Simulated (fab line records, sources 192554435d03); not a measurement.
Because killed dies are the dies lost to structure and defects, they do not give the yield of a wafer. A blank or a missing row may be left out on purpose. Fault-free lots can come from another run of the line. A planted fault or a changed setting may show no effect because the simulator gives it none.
Matching of chambers ; flow n5 finfet ; 3 sister chambers for N5_BEOL_M4_ILD_DEP_00 on pecvd-01
The step deposits SiOC from DEMS/O2, target thk 79 nm, time 15.3 s. 3 wafers are shown with their chamber, then 8 later ones without.

## WAFERS, EACH WITH ITS CHAMBER
wafer;chamber;throttle valve pct (%)
L079.1;2;13.3
L083.5;0;11.8
L085.1;1;12.9

## WAFERS WHOSE CHAMBER IS MISSING
wafer;throttle valve pct (%)
L085.4;11.6
L085.5;13.1
L088.4;11.6
L088.5;13.3
L088.6;10.9
L094.1;13.0
L094.4;10.8
L094.5;11.8

## WHICH CHAMBER EACH WENT THROUGH
wafer;from the rows above;in truth
L085.4;0;0
L085.5;can't be placed: 1 or 2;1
L088.4;0;0
L088.5;can't be placed: 2 or 1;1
L088.6;0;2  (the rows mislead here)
L094.1;can't be placed: 1 or 2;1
L094.4;0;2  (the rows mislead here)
L094.5;0;0
Placed correctly: 3 of 8. Unplaceable from these rows: 3, with the true chamber sitting among the candidates in 3. 2 placed wrongly.
How it was worked out, from the rows above alone: a wafer's distance from a chamber is the root of the sum, over the readings, of the square of ((its reading less the chamber's mean) divided by the reading's scatter). The wafer belongs to the nearest chamber; if the next one is less than 2 further off, it can't be placed. A chamber's mean is the mean of its shown wafers. The scatter: root of mean squared gap, hidden wafer to nearest shown wafer, with one shown wafer a chamber.
